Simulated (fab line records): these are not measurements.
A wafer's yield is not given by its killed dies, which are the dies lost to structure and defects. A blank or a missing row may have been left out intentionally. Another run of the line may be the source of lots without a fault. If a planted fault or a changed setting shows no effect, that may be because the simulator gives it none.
One fault seen from 2 desks -- flow n5-finfet -- numbers are kept per desk, each desk with only its own; the story behind them comes last

== TOOL OWNER'S DESK, rie-diel-02 ==
The tool's own readings at N5_BEOL_M7_ETCH_41 (etches SiCN in CH3F/O2, target depth 31.9 nm, time 57.8 s): means of the sampled wafers that have a number, for each lot that ran on this tool. The brackets show how far a lot's mean lies from the usual mean; more than 4 standard deviations puts the lot out of limits, marked OUT.
Columns: A = drypump-motor-current-A at N5_BEOL_M7_ETCH_41, usual 5.8 A; B = oes-product-au at N5_BEOL_M7_ETCH_41, usual 0.78 a.u.; C = rf-vpp-V at N5_BEOL_M7_ETCH_41, usual 297.6 V; D = showerhead-plenum-p-Torr at N5_BEOL_M7_ETCH_41, usual 2.02 Torr; E = throttle-valve-pct at N5_BEOL_M7_ETCH_41, usual 16.30 %
lot,first seen here,A,B,C,D,E
L415,day 9 06:33,6.2,0.82,297.7,1.99,16.39
L417,day 10 02:38,5.5,0.81,298.9,2.11,16.20
L422,day 10 10:17,6.0,0.83,298.0,2.05,16.17
L428,day 12 02:07,5.7,0.78,297.9,2.04,16.44
This desk's finding: nothing out of limits on any of the 4 lots.

== FROM THE METROLOGY DESK ==
What the gauges read for every lot (on any tool): the sampled wafers with a number, averaged. The brackets show how far a lot's mean lies from the usual mean; more than 4 standard deviations puts the lot out of limits, marked OUT.
Columns: A = PASS_OPEN_OVL at N5_PASSIVATION_OVL_MEAS_66, usual 0 nm
lot,first seen here,A
L416,day 12 10:34,-2
L415,day 12 16:16,7
L418,day 12 16:20,5
L419,day 12 20:50,0
L417,day 13 09:08,-5
L422,day 13 16:23,7
L423,day 13 20:11,-4
L428,day 14 22:10,-5
L431,day 16 04:37,7
L432,day 16 04:40,-1
L434,day 16 13:43,-4
L436,day 17 05:11,-3
This desk's finding: nothing out of limits on any of the 12 lots.

== TAKEN TOGETHER ==
The tool owner's desk saw nothing out of limits.
Nothing out of limits was seen by the metrology desk.

== WHAT THE SIMULATOR HAD INSERTED ==
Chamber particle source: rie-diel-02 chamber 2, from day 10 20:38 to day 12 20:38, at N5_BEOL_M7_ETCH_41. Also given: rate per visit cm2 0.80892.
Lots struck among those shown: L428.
